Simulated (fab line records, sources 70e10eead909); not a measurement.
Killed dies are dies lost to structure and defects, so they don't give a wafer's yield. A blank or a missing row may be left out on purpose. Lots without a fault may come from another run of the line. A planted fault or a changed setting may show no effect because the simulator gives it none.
A struck lot beside a sound one | flow nand_harc | 13 steps out of a route of 1302
Sound: wafers L507.3, L507.4, L507.6. Struck: wafers L510.1, L510.4. (L510.3 of the same lot was not struck and is left out.) The cause comes at the end.
At each step with rows: each side's tool, then ch and its chambers, then its first start. Under that, the readings that differ: sound wafers | struck wafers | difference of the means | sigmas: that difference in standard deviations of wafers without a fault.
alike: readings whose means differ by less than 2 such deviations, and words and numbers that are the same on both sides. not compared: withheld readings, readings that some wafer has no value for, bounds like >300 that may hide the same value, and numbers for which the record gives no deviation and whose values overlap.
The two part at a step that has a row with sigmas, a row that says differs or no value, or rows on one side only. Numbers that don't overlap but have no deviation are shown without sigmas and don't part them. A reading that every wafer of one side lacks parts them only if that side has two wafers or more.

first, 1 step without rows for these wafers: NHARC_A_SLIT_SRD_20.
NHARC_A_SLIT_CD_MEAS_21:
  sound on cd_sem-01, day 23 14:03; struck on cd_sem-03, day 25 00:29
  alike: cd_nm
then, 3 steps without rows for these wafers: NHARC_A_SIN_REMOVE_WET_00 (chemistry H3PO4, time 15300 s); NHARC_A_SIN_REMOVE_PRECLEAN_01 (cleans in SC1); NHARC_A_SIN_REMOVE_SRD_02.
NHARC_A_SIN_REMOVE_INSPECT_04:
  sound on defect_inspect-02, day 23 20:41; struck on defect_inspect-01, day 25 07:08
  alike: raw_defect_count
NHARC_A_WL_FILL_ALD_00: deposits Al2O3, target thk 3 nm, pulse time 3 s, ald cycles 30.
  sound on ald_hk-02 ch 1,3, day 23 20:45; struck on ald_hk-01 ch 0,2, day 25 07:22
  alike: heater_power_w, precursor_pulse_height_rel
NHARC_A_WL_FILL_RTA_01: time 5 s.
  sound on rtp_anneal-01 ch 0, day 23 21:04; struck on rtp_anneal-02 ch 0, day 25 07:38
  alike: lamp_power_pct, lamp_zone_4_pct, lamp_zone_6_pct, lamp_zone_7_pct, wafer_temp_C_max
NHARC_A_WL_FILL_ALD_02: deposits TiN, target thk 2 nm, pulse time 3 s, ald cycles 100.
  sound on ald_metal-02 ch 1,2,3, day 23 21:14; struck on ald_metal-03 ch 0,2, day 25 07:50
  alike: heater_power_w, precursor_pulse_height_rel
NHARC_A_WL_FILL_CVD_03: deposits W, target thk 40 nm, time 279 s.
  sound on cvd_w-02 ch 0,1, day 23 21:46; struck on cvd_w-02 ch 0,1, day 25 08:24
  alike: heater_power_w, throttle_valve_pct
NHARC_A_WL_FILL_ETCHBACK_04: etches the open film in NF3, target depth 60 nm, time 120 s.
  sound on rie_metal-01 ch 0,1, day 23 22:06; struck on rie_metal-01 ch 0, day 25 08:46
  reading          | sound             | struck      | difference | sigmas
  run_length_s (s) | 141.3 141.2 141.0 | 169.1 169.3 | +28.0      | +68
  alike: drypump_motor_current_A, oes_product_au
  not compared: rf_hours_counter_h
NHARC_A_WL_FILL_ETCHBACK_05: etches the open film in Cl2/BCl3, target depth 22 nm, time 60 s.
  sound on rie_metal-01 ch 0,1, day 23 22:18; struck on rie_metal-01 ch 0,1, day 25 09:01
  alike: drypump_motor_current_A, oes_product_au, run_length_s
  not compared: rf_hours_counter_h
-- the record jumps here: 4 days lie between the struck wafers' starts before and after (it left off in module A_WL_FILL and takes up again in module END, whose first step shown is number 1302 of the route) --
NHARC_END_SORT_01:
  sound on prober-02 ch 0, day 27 20:25; struck on prober-02 ch 0, day 29 18:00
  alike: killed_at_array, killed_at_other, killed_at_periphery, killed_dies, killed_open, killed_short

WHERE THEY PART
Only at NHARC_A_WL_FILL_ETCHBACK_04, within this record. Later steps at which nothing parts them and some readings are alike: NHARC_A_WL_FILL_ETCHBACK_05, NHARC_END_SORT_01.

WHY: what the simulator had put in
Process parameter drift: rie_metal-01, from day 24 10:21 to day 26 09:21, at NHARC_A_WL_FILL_ETCHBACK_04. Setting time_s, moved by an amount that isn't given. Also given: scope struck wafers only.
